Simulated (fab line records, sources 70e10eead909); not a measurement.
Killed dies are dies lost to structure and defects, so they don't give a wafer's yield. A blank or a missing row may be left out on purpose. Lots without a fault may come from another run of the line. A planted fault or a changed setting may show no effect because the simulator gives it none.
Chamber matching | flow nand_harc | NHARC_P_M2_CMP_23 on cmp-01: 4 sister chambers
The step polishes, t overpolish 20 s, target thk 144.3 nm. 4 wafers are shown with their chamber, then 8 later ones without.

WAFERS WITH THEIR CHAMBER
wafer  | chamber | motor_current_A (A)
L084.5 | 0       | 12.5
L090.2 | 2       | 10.8
L090.3 | 3       | 11.2
L092.2 | 1       | 11.4

WAFERS WITHOUT THEIR CHAMBER
wafer  | motor_current_A (A)
L092.4 | 11.4
L092.5 | 10.9
L096.1 | 11.4
L096.4 | 11.7
L096.6 | 12.9
L097.1 | 13.2
L097.4 | 11.2
L097.6 | 11.0

WHICH CHAMBER EACH WENT THROUGH
wafer  | from the rows above               | in truth
L092.4 | can't be placed: 1 or 3 or 2      | 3
L092.5 | can't be placed: 2 or 3 or 1      | 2
L096.1 | can't be placed: 1 or 3 or 2      | 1
L096.4 | can't be placed: 1 or 3 or 0 or 2 | 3
L096.6 | 0                                 | 0
L097.1 | 0                                 | 0
L097.4 | can't be placed: 3 or 1 or 2      | 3
L097.6 | can't be placed: 2 or 3 or 1      | 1
Placed correctly: 2 of 8. Can't be placed from these rows: 6 (the true chamber is among the candidates in 6). Placed wrongly: 0.
How it was worked out, from the rows above alone: a wafer's distance from a chamber is the root of the sum, over the readings, of the square of ((its reading less the chamber's mean) divided by the reading's scatter). The wafer belongs to the nearest chamber; if the next one is less than 2 further off, it can't be placed. A chamber's mean is the mean of its shown wafers. The scatter: with one shown wafer a chamber, the root of the mean of the squares of how far each hidden wafer lies from its nearest shown one.
